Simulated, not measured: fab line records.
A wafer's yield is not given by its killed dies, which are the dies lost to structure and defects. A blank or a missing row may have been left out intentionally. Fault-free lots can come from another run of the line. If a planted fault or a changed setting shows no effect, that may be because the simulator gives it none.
fab line records	flow n5_finfet	part 1 of 2: steps 1 to 19 of 27
[record] lots = 5	wafers = 15	last_day = 16
route steps=1938 shown BEOL_M11@1570
lots that met no fault: from a run of the same line without faults
start_h: start of the lot's first displayed wafer, in hours after the record's first day	wait_h: hours since the lot's step before	" same as the row above	L1.1+2: one row covering several wafers at once	- either no value or no given start	* or withheld: withheld	< > ~ a bound
route shown NAME@n: a module of which the file shows steps, and the number in the route of the first	usual: mean and standard deviation over wafers with no fault	same: alike in all rows	chamber/n: place in a boat	sites: each site's reading	_std_site: how widely they spread, as a standard deviation	_edge_site: mean of outer sites minus mean of inner sites	radius_mm: for every site, how far away it sits from the centre of the wafer	mask NAME#n: copy n	behind: tool/chamber where the wafer was last shaped	hold: reason for holding the lot/hours on hold/outcome of the hold	device: whichever transistor did not switch (one of n, p or np)	end of line: the same wafers' tests at the end of the route	a step with no rows: only its recipe	killed: dies lost to structure and defects at the first sort, not the wafer's yield	map: dies across one wafer; x = killed, . = not, _ = none there
set.NAME: the run value of the setting; set.NAME@STEP: its run value at that earlier step	model.NAME: the simulator's own value behind a step, which no gauge read
certain route steps with their lots: each step a table, each wafer a row
services: when a tool's chamber went out of use (start_h, in hours from the record's first day, below 0 if earlier), for how many hours, and the reason
[[steps]]
[step N5_BEOL_M11_INSPECT_30]
[recipe] mode = adi	inspect_instrument = brightfield
[usual] raw_defect_count = 426/100
lot.wafer	tool	chamber	start_h	wait_h	raw_defect_count
L083.2	defect_inspect-01	-	290.21	0.0	406
L083.5	"	-	"	"	229
L083.6	"	-	"	"	337
L086.3	defect_inspect-01	-	298.96	0.0	662
L086.5	"	-	"	"	492
L086.6	"	-	"	"	582
L085.1	defect_inspect-01	-	299.13	0.0	490
L085.3	"	-	"	"	576
L085.5	"	-	"	"	463
L084.1	defect_inspect-02	-	301.55	0.0	388
L084.2	"	-	"	"	579
L084.5	"	-	"	"	501
L095.1	defect_inspect-02	-	355.01	0.0	388
L095.4	"	-	"	"	338
L095.5	"	-	"	"	321
[step N5_BEOL_M11_DESCUM_33]
[recipe] chemistry = O2	time_s = 7.9	source_power_w = 50	bias_power_w = 20	pressure_mtorr = 20	rf_frequency_hz = 2.712e+07	temp_c = 40	resist = CAR-ArF	o2_flow_sccm = 225
[usual] drypump_motor_current_A = 5.7/0.31	oes_product_au = 0.79/0.088	rf_vpp_V = 243.5/0.96	showerhead_plenum_p_Torr = 2.12/0.042	throttle_valve_pct = 20.40/0.21
lot.wafer	tool	chamber	start_h	wait_h	drypump_motor_current_A	oes_product_au	rf_hours_counter_h	rf_vpp_V	showerhead_plenum_p_Torr	throttle_valve_pct
L083.2	rie_diel-05	0	290.24	0.0	6.1	0.74	197	244.6	2.17	20.32
L083.5	"	0	"	"	6.1	0.73	-	243.3	2.17	20.33
L083.6	"	1	"	"	5.3	0.78	-	242.4	2.10	20.27
L086.3	rie_diel-01	2	299.03	0.1	5.3	0.96	7	243.0	2.07	20.24
L086.5	"	3	"	"	5.8	0.71	-	245.1	2.13	20.12
L086.6	"	0	"	"	6.1	0.81	-	244.0	2.15	20.60
L085.1	rie_diel-06	2	299.28	0.2	5.6	0.69	226	244.1	2.08	20.64
L085.3	"	0	"	"	5.8	0.70	210	244.4	2.13	20.36
L085.5	"	2	"	"	5.6	0.69	-	242.9	2.08	20.63
L084.1	rie_diel-01	2	301.61	0.1	5.3	0.96	7	242.5	2.07	20.23
L084.2	"	0	"	"	6.1	0.81	58	243.9	2.15	20.60
L084.5	"	0	"	"	6.1	0.81	-	243.1	2.15	20.60
L095.1	rie_diel-05	0	355.04	0.0	6.0	0.71	221	244.4	2.16	20.37
L095.4	"	2	"	"	5.6	0.78	109	242.9	2.09	20.38
L095.5	"	0	"	"	6.0	0.71	-	244.6	2.16	20.37
[step N5_BEOL_M11_ETCH_65]
[recipe] chemistry = CF4	target = SiARC	target_depth_a = 390	mask_material = CAR-ArF	time_s = 65	ion_energy_ev = 80	pressure_mtorr = 40	source_w = 545	bias_w = 36	Ar_flow_sccm = 100	cf4_flow_sccm = 100	ends = cleared
[usual] drypump_motor_current_A = 5.7/0.31	etch_rf_on_time_s = 64.6/1.4	oes_product_au = 0.68/0.076	rf_vpp_V = 184.4/0.94	showerhead_plenum_p_Torr = 2.16/0.043	throttle_valve_pct = 15.57/0.16
lot.wafer	tool	chamber	start_h	wait_h	drypump_motor_current_A	etch_rf_on_time_s	oes_product_au	rf_hours_counter_h	rf_vpp_V	showerhead_plenum_p_Torr	throttle_valve_pct
L083.2	rie_diel-05	0	290.28	0.0	6.0	63.9	0.62	197	184.2	2.23	15.61
L083.5	"	0	"	"	6.0	63.8	0.63	-	184.8	2.23	15.60
L083.6	"	1	"	"	5.3	63.5	0.68	-	183.8	2.14	15.41
L086.3	rie_diel-01	2	299.06	0.0	5.3	63.9	0.83	7	183.9	2.11	15.23
L086.5	"	3	"	"	5.8	64.1	0.62	-	184.8	2.20	15.54
L086.6	"	0	"	"	6.1	65.5	0.70	-	183.8	2.17	15.56
L085.1	rie_diel-06	2	299.32	0.0	5.6	65.4	0.59	226	183.1	2.11	15.85
L085.3	"	0	"	"	5.8	67.1	0.59	210	185.3	2.21	15.74
L085.5	"	2	"	"	5.5	65.6	0.59	-	184.4	2.11	15.85
L084.1	rie_diel-01	2	301.64	0.0	5.3	64.8	0.82	7	183.0	2.11	15.25
L084.2	"	0	"	"	6.1	66.3	0.70	58	183.4	2.17	15.59
L084.5	"	0	"	"	6.1	65.8	0.71	-	183.5	2.17	15.56
L095.1	rie_diel-05	0	355.08	0.0	6.0	63.3	0.61	221	185.7	2.22	15.65
L095.4	"	2	"	"	5.6	63.0	0.69	109	185.4	2.16	15.67
L095.5	"	0	"	"	6.0	63.5	0.62	-	184.6	2.22	15.66
[step N5_BEOL_M11_ETCH_66]
[recipe] chemistry = N2/H2	target = SOC	target_depth_a = 1200	overetch_a = 240	mask_material = SiARC	temp_c = 40	time_s = 180	ion_energy_ev = 200	pressure_mtorr = 30	source_w = 840	bias_w = 150	n2_flow_sccm = 200	h2_flow_sccm = 200
[usual] drypump_motor_current_A = 5.7/0.31	oes_product_au = 0.64/0.068	rf_vpp_V = 524.5/1.6	showerhead_plenum_p_Torr = 2.57/0.052	throttle_valve_pct = 17.84/0.2
lot.wafer	tool	chamber	start_h	wait_h	drypump_motor_current_A	oes_product_au	rf_hours_counter_h	rf_vpp_V	showerhead_plenum_p_Torr	throttle_valve_pct
L083.2	rie_diel-05	0	290.33	0.0	6.0	0.59	197	523.5	2.63	17.82
L083.5	"	0	"	"	6.0	0.58	-	525.7	2.63	17.81
L083.6	"	1	"	"	5.3	0.63	-	524.6	2.57	17.77
L086.3	rie_diel-01	2	299.11	0.0	5.3	0.78	7	521.6	2.50	17.54
L086.5	"	3	"	"	5.8	0.58	-	527.5	2.61	17.67
L086.6	"	0	"	"	6.1	0.67	-	524.3	2.60	18.01
L085.1	rie_diel-06	2	299.37	0.0	5.6	0.56	226	524.0	2.52	18.01
L085.3	"	0	"	"	5.9	0.57	210	526.0	2.63	18.01
L085.5	"	2	"	"	5.6	0.56	-	523.8	2.52	18.01
L084.1	rie_diel-01	2	301.69	0.0	5.3	0.78	7	523.9	2.50	17.55
L084.2	"	0	"	"	6.1	0.67	58	524.5	2.60	18.00
L084.5	"	0	"	"	6.1	0.67	-	524.8	2.60	18.01
L095.1	rie_diel-05	0	355.13	0.0	6.0	0.58	221	526.4	2.62	17.88
L095.4	"	2	"	"	5.6	0.64	109	524.9	2.57	18.05
L095.5	"	0	"	"	6.1	0.58	-	526.1	2.62	17.87
[step N5_BEOL_M11_STRIP_69]
[recipe] chemistry = N2/H2	temp_c = 40	n2_flow_sccm = 200	h2_flow_sccm = 200	rf_frequency_hz = 6e+07
lot.wafer	tool	chamber	start_h	wait_h
L083.2+5+6	rie_diel-05	0,0,1	290.44	0.1
L086.3+5+6	rie_diel-01	2,3,0	299.23	0.1
L085.1+3+5	rie_diel-06	2,0,2	299.48	0.1
L084.1+2+5	rie_diel-01	2,0,0	301.81	0.1
L095.1+4+5	rie_diel-05	0,2,0	355.24	0.1
[step N5_BEOL_M11_VIA_ETCH_34]
[recipe] chemistry = C4F6/O2	target = SiCOH_lowk	target_depth_a = 1845	mask_material = SOC	taper_deg = 4	time_s = 69.2	ion_energy_ev = 250	pressure_mtorr = 30	source_w = 345	bias_w = 185	Ar_flow_sccm = 300	C4F6_flow_sccm = 10	O2_flow_sccm = 10
[usual] drypump_motor_current_A = 5.7/0.31	oes_ar_750_au = 0.80/0.084	oes_product_au = 0.80/0.088	rf_vpp_V = 668/9.6	showerhead_plenum_p_Torr = 2.87/0.059	throttle_valve_pct = 20.83/0.17
lot.wafer	tool	chamber	start_h	wait_h	drypump_motor_current_A	oes_ar_750_au	oes_product_au	rf_hours_counter_h	rf_vpp_V	showerhead_plenum_p_Torr	throttle_valve_pct
L083.2	rie_diel-05	0	290.45	0.0	6.0	0.73	0.73	197	672	2.97	20.95
L083.5	"	0	"	"	6.0	0.73	0.73	-	671	2.97	20.95
L083.6	"	1	"	"	5.3	0.79	0.79	-	680	2.83	20.55
L086.3	rie_diel-01	2	299.24	0.0	5.3	0.96	0.96	7	667	2.81	20.65
L086.5	"	3	"	"	5.7	0.72	0.72	-	678	2.92	20.71
L086.6	"	0	"	"	6.1	0.83	0.83	-	657	2.86	20.77
L085.1	rie_diel-06	2	299.49	0.0	5.6	0.69	0.68	226	651	2.82	21.10
L085.3	"	0	"	"	5.8	0.71	0.70	210	662	2.93	20.99
L085.5	"	2	"	"	5.6	0.70	0.68	-	651	2.82	21.10
L084.1	rie_diel-01	2	301.82	0.0	5.3	0.97	0.96	8	666	2.81	20.65
L084.2	"	0	"	"	6.1	0.83	0.82	58	656	2.86	20.79
L084.5	"	0	"	"	6.1	0.82	0.82	-	655	2.86	20.77
L095.1	rie_diel-05	0	355.25	0.0	6.0	0.71	0.71	221	672	2.96	20.98
L095.4	"	2	"	"	5.6	0.79	0.80	109	679	2.87	20.98
L095.5	"	0	"	"	6.0	0.71	0.71	-	673	2.96	21.00
[step N5_BEOL_M11_STRIP_73]
[recipe] chemistry = C4F6/O2	resist = SiARC	rf_frequency_hz = 6e+07
lot.wafer	tool	chamber	start_h	wait_h
L083.2+5+6	rie_diel-05	0,0,1	290.50	0.0
L086.3+5+6	rie_diel-01	2,3,0	299.29	0.0
L085.1+3+5	rie_diel-06	2,0,2	299.54	0.0
L084.1+2+5	rie_diel-01	2,0,0	301.87	0.0
L095.1+4+5	rie_diel-05	0,2,0	355.30	0.0
[step N5_BEOL_M11_STRIP_36]
[recipe] chemistry = N2/H2	power_w = 450	temp_c = 40	pressure_mtorr = 20	rf_frequency_hz = 6e+07	overash_fraction = 0.3	bias_power_w = 7	h2_frac = 0.5	n2_flow_sccm = 200	h2_flow_sccm = 200
[usual] drypump_motor_current_A = 5.7/0.31	oes_product_au = 0.79/0.088	rf_vpp_V = 59.2/1.8	showerhead_plenum_p_Torr = 2.57/0.052	throttle_valve_pct = 23.72/0.3
lot.wafer	tool	chamber	start_h	wait_h	drypump_motor_current_A	oes_product_au	rf_hours_counter_h	rf_vpp_V	showerhead_plenum_p_Torr	throttle_valve_pct
L083.2	rie_diel-05	0	290.51	0.0	6.0	0.73	197	54.8	2.63	23.71
L083.5	"	0	"	"	6.0	0.74	-	58.4	2.63	23.72
L083.6	"	1	"	"	5.3	0.77	-	57.6	2.57	23.63
L086.3	rie_diel-01	2	299.30	0.0	5.3	0.98	7	59.8	2.49	23.50
L086.5	"	3	"	"	5.8	0.71	-	59.9	2.61	23.42
L086.6	"	0	"	"	6.1	0.82	-	59.8	2.59	24.07
L085.1	rie_diel-06	2	299.55	0.0	5.6	0.69	226	62.2	2.51	23.64
L085.3	"	0	"	"	5.8	0.70	210	55.9	2.62	23.90
L085.5	"	2	"	"	5.6	0.70	-	59.6	2.51	23.66
L084.1	rie_diel-01	2	301.88	0.0	5.3	0.95	8	61.3	2.49	23.53
L084.2	"	0	"	"	6.1	0.80	58	56.5	2.59	24.04
L084.5	"	0	"	"	6.1	0.79	-	60.9	2.59	24.03
L095.1	rie_diel-05	0	355.31	0.0	6.1	0.70	221	59.7	2.62	23.78
L095.4	"	2	"	"	5.6	0.78	109	58.0	2.57	24.02
L095.5	"	0	"	"	6.0	0.72	-	61.9	2.62	23.74
[step N5_BEOL_M11_TRENCH_ETCH_37]
[recipe] chemistry = C4F6/O2	target_depth_a = 1488.3	target = SiCOH_lowk	time_s = 48	ion_energy_ev = 250	pressure_mtorr = 30	source_w = 345	bias_w = 185	Ar_flow_sccm = 300	C4F6_flow_sccm = 10	O2_flow_sccm = 10
[usual] drypump_motor_current_A = 5.7/0.3	oes_ar_750_au = 0.80/0.084	oes_product_au = 0.80/0.088	rf_vpp_V = 667/9.8	showerhead_plenum_p_Torr = 2.87/0.059	throttle_valve_pct = 20.85/0.17
lot.wafer	tool	chamber	start_h	wait_h	drypump_motor_current_A	oes_ar_750_au	oes_product_au	rf_hours_counter_h	rf_vpp_V	showerhead_plenum_p_Torr	throttle_valve_pct
L083.2	rie_diel-05	0	-	-	6.0	0.73	0.73	197	672	2.97	20.98
L083.5	"	0	"	"	6.0	0.73	0.73	-	672	2.97	20.96
L083.6	"	1	"	"	5.3	0.78	0.78	-	679	2.83	20.59
L086.3	rie_diel-01	2	-	-	5.3	0.97	0.96	7	666	2.81	20.68
L086.5	"	3	"	"	5.8	0.72	0.72	-	678	2.92	20.73
L086.6	"	0	"	"	6.1	0.82	0.83	-	656	2.86	20.81
L085.1	rie_diel-06	2	-	-	5.6	0.69	0.68	226	650	2.82	21.13
L085.3	"	0	"	"	5.8	0.71	0.70	210	661	2.93	21.03
L085.5	"	2	"	"	5.6	0.69	0.69	-	649	2.82	21.14
L084.1	rie_diel-01	2	-	-	5.3	0.97	0.97	8	665	2.81	20.68
L084.2	"	0	"	"	6.1	0.83	0.82	58	656	2.86	20.80
L084.5	"	0	"	"	6.1	0.82	0.81	-	655	2.86	20.80
L095.1	rie_diel-05	0	-	-	6.0	0.71	0.71	221	672	2.96	21.01
L095.4	"	2	"	"	5.5	0.79	0.79	109	678	2.87	21.00
L095.5	"	0	"	"	6.1	0.72	0.71	-	672	2.96	21.01
[step N5_BEOL_M11_ETCH_41]
[recipe] chemistry = CH3F/O2	target = SiCN	target_depth_a = 426	taper_deg = 2	time_s = 86	ion_energy_ev = 120	mask_material = TiN	pressure_mtorr = 30	source_w = 395	bias_w = 75	Ar_flow_sccm = 150	CH3F_flow_sccm = 30	O2_flow_sccm = 20
[usual] drypump_motor_current_A = 5.7/0.31	oes_product_au = 0.80/0.088	rf_vpp_V = 297.7/1.2	showerhead_plenum_p_Torr = 2.02/0.043	throttle_valve_pct = 16.26/0.17
lot.wafer	tool	chamber	start_h	wait_h	drypump_motor_current_A	oes_product_au	rf_hours_counter_h	rf_vpp_V	showerhead_plenum_p_Torr	throttle_valve_pct
L083.2	rie_diel-05	0	-	-	6.0	0.73	197	298.1	2.09	16.34
L083.5	"	0	"	"	6.0	0.73	-	300.2	2.09	16.35
L083.6	"	1	"	"	5.3	0.80	-	299.0	1.99	16.05
L086.3	rie_diel-01	2	-	-	5.3	0.96	7	295.9	1.97	15.98
L086.5	"	3	"	"	5.8	0.71	-	296.9	2.05	16.22
L086.6	"	0	"	"	6.1	0.83	-	297.8	2.02	16.21
L085.1	rie_diel-06	2	-	-	5.6	0.69	226	296.9	1.98	16.56
L085.3	"	0	"	"	5.8	0.69	210	297.6	2.06	16.42
L085.5	"	2	"	"	5.5	0.69	-	296.4	1.98	16.56
L084.1	rie_diel-01	2	-	-	5.3	0.95	8	296.7	1.97	15.99
L084.2	"	0	"	"	6.1	0.82	58	297.8	2.02	16.21
L084.5	"	0	"	"	6.1	0.82	-	297.4	2.01	16.20
L095.1	rie_diel-05	0	-	-	6.0	0.70	221	299.9	2.08	16.39
L095.4	"	2	"	"	5.6	0.79	109	297.8	2.01	16.38
L095.5	"	0	"	"	6.0	0.70	-	298.4	2.08	16.37
[step N5_BEOL_M11_STRIP_77]
[recipe] chemistry = N2/H2	time_s = 10	power_w = 450	temp_c = 40	pressure_mtorr = 20	rf_frequency_hz = 6e+07	bias_power_w = 7	n2_flow_sccm = 200	h2_flow_sccm = 200
[usual] drypump_motor_current_A = 5.7/0.31	oes_product_au = 0.79/0.087	rf_vpp_V = 59.3/0.81	showerhead_plenum_p_Torr = 2.57/0.052	throttle_valve_pct = 23.72/0.3
lot.wafer	tool	chamber	start_h	wait_h	drypump_motor_current_A	oes_product_au	rf_hours_counter_h	rf_vpp_V	showerhead_plenum_p_Torr	throttle_valve_pct
L083.2	rie_diel-05	0	-	-	6.0	0.74	197	60.4	2.63	23.72
L083.5	"	0	"	"	6.0	0.74	-	59.9	2.63	23.73
L083.6	"	1	"	"	5.3	0.78	-	58.8	2.57	23.62
L086.3	rie_diel-01	2	-	-	5.3	0.96	7	58.7	2.49	23.50
L086.5	"	3	"	"	5.8	0.71	-	60.3	2.61	23.43
L086.6	"	0	"	"	6.1	0.82	-	59.1	2.59	24.07
L085.1	rie_diel-06	2	-	-	5.6	0.69	226	59.4	2.51	23.64
L085.3	"	0	"	"	5.8	0.70	210	59.3	2.62	23.91
L085.5	"	2	"	"	5.6	0.69	-	58.2	2.51	23.63
L084.1	rie_diel-01	2	-	-	5.3	0.97	8	59.5	2.49	23.50
L084.2	"	0	"	"	6.1	0.82	58	58.5	2.59	24.07
L084.5	"	0	"	"	6.1	0.81	-	58.7	2.59	24.07
L095.1	rie_diel-05	0	-	-	6.0	0.71	221	59.3	2.62	23.75
L095.4	"	2	"	"	5.5	0.78	109	61.0	2.57	24.02
L095.5	"	0	"	"	6.0	0.71	-	58.6	2.62	23.76
[step N5_BEOL_M11_OCD_MEAS_38]
[usual] trench_depth_nm = 148.9/2.8
lot.wafer	tool	chamber	start_h	wait_h	trench_depth_nm
L083.2	ocd-01	-	290.74	-	150.9
L083.5	"	-	"	"	150.5
L083.6	"	-	"	"	151.1
L086.3	ocd-01	-	299.52	-	150.6
L086.5	"	-	"	"	148.8
L086.6	"	-	"	"	146.7
L085.1	ocd-02	-	299.78	-	146.1
L085.3	"	-	"	"	144.7
L085.5	"	-	"	"	147.1
L084.1	ocd-02	-	302.10	-	150.4
L084.2	"	-	"	"	146.8
L084.5	"	-	"	"	145.1
L095.1	ocd-01	-	355.53	-	150.1
L095.4	"	-	"	"	150.4
L095.5	"	-	"	"	151.3
[step N5_BEOL_M11_HM_STRIP_39]
[recipe] chemistry = peroxide_tin_strip	material = TiN	target_depth_a = 250	temp_c = 50	time_s = 158
lot.wafer	tool	chamber	start_h	wait_h
L083.2+5+6	wet_bench-05	2,1,0	290.78	0.0
L086.3+5+6	wet_bench-04	7,6,4	299.55	0.0
L085.1+3+5	wet_bench-04	2,6,1	299.81	0.0
L084.1+2+5	wet_bench-06	4,3,2	302.14	0.0
L095.1+4+5	wet_bench-04	3,7,5	355.57	0.0
[step N5_BEOL_M11_SRD_40]
[recipe] time_s = 30	temp_c = 23	rinse_liquid = diw	dry = ipa_marangoni
lot.wafer	tool	chamber	start_h	wait_h
L083.2+5+6	wet_bench-05	2,1,0	290.82	0.0
L086.3+5+6	wet_bench-04	7,6,4	299.60	0.0
L085.1+3+5	wet_bench-04	2,6,1	299.86	0.0
L084.1+2+5	wet_bench-06	4,3,2	302.18	0.0
L095.1+4+5	wet_bench-04	3,7,5	355.61	0.0
[step N5_BEOL_M11_PRECLEAN_42]
[recipe] chemistry = residue_remover	time_s = 60	temp_c = 40
lot.wafer	tool	chamber	start_h	wait_h
L083.2+5+6	wet_bench-05	2,1,0	290.84	0.0
L086.3+5+6	wet_bench-04	7,6,4	299.62	0.0
L085.1+3+5	wet_bench-04	2,6,1	299.87	0.0
L084.1+2+5	wet_bench-06	4,3,2	302.20	0.0
L095.1+4+5	wet_bench-04	3,7,5	355.63	0.0
[step N5_BEOL_M11_SRD_43]
[recipe] time_s = 30	temp_c = 23	rinse_liquid = diw	dry = ipa_marangoni
lot.wafer	tool	chamber	start_h	wait_h
L083.2+5+6	wet_bench-05	2,1,0	290.86	0.0
L086.3+5+6	wet_bench-04	7,6,4	299.63	0.0
L085.1+3+5	wet_bench-04	2,6,1	299.89	0.0
L084.1+2+5	wet_bench-06	4,3,2	302.22	0.0
L095.1+4+5	wet_bench-04	3,7,5	355.65	0.0
[step N5_BEOL_M11_CD_MEAS_35]
[recipe] target_cd_nm = 70	polarity = opening
[usual] cd_nm = 69.8/0.68
lot.wafer	tool	chamber	start_h	wait_h	cd_nm
L083.2	cd_sem-02	-	290.90	0.0	70.0
L083.5	"	-	"	"	70.5
L083.6	"	-	"	"	69.3
L086.3	cd_sem-01	-	299.68	0.0	70.8
L086.5	"	-	"	"	70.6
L086.6	"	-	"	"	71.0
L085.1	cd_sem-03	-	299.93	0.0	70.1
L085.3	"	-	"	"	70.0
L085.5	"	-	"	"	70.3
L084.1	cd_sem-03	-	302.26	0.0	69.2
L084.2	"	-	"	"	69.3
L084.5	"	-	"	"	69.6
L095.1	cd_sem-03	-	355.69	0.0	70.7
L095.4	"	-	"	"	71.3
L095.5	"	-	"	"	70.2
[step N5_BEOL_M11_CURE_72]
[recipe] temp_c = 370	time_s = 120	ambient = DMADMS/He	material = SiCOH_lowk
[usual] lamp_power_pct = 52.30/0.052	wafer_temp_C_max = 371.8/0.58
lot.wafer	tool	chamber	start_h	wait_h	lamp_power_pct	wafer_temp_C_max
L083.2	uv_cure-01	1	291.27	0.4	52.36	372.5
L083.5	"	1	"	"	52.52	372.2
L083.6	"	1	"	"	52.31	371.4
L086.3	uv_cure-03	0	299.92	0.2	52.27	371.5
L086.5	"	0	"	"	52.20	371.1
L086.6	"	0	"	"	52.21	371.4
L085.1	uv_cure-01	2	299.97	0.0	52.36	371.8
L085.3	"	2	"	"	52.36	371.8
L085.5	"	2	"	"	52.31	371.5
L084.1	uv_cure-01	1	302.30	0.0	52.31	372.5
L084.2	"	1	"	"	52.26	371.7
L084.5	"	1	"	"	52.26	372.5
L095.1	uv_cure-03	1	355.96	0.3	52.24	371.3
L095.4	"	1	"	"	52.25	372.5
L095.5	"	1	"	"	52.27	371.1
[step N5_BEOL_M11_DEGAS_44]
[recipe] ambient = vacuum	temp_c = 250	time_s = 60
[usual] heater_power_w = 333/44
lot.wafer	tool	chamber	start_h	wait_h	heater_power_w
L083.2	pvd_sputter-01	-	291.67	0.4	309
L083.5	"	-	"	"	303
L083.6	"	-	"	"	264
L086.3	pvd_sputter-02	-	300.40	0.4	363
L086.5	"	-	"	"	362
L086.6	"	-	"	"	278
L085.1	pvd_sputter-03	-	300.66	0.6	347
L085.3	"	-	"	"	291
L085.5	"	-	"	"	286
L084.1	pvd_sputter-01	-	304.46	2.1	266
L084.2	"	-	"	"	292
L084.5	"	-	"	"	275
L095.1	pvd_sputter-01	-	356.58	0.5	312
L095.4	"	-	"	"	275
L095.5	"	-	"	"	309
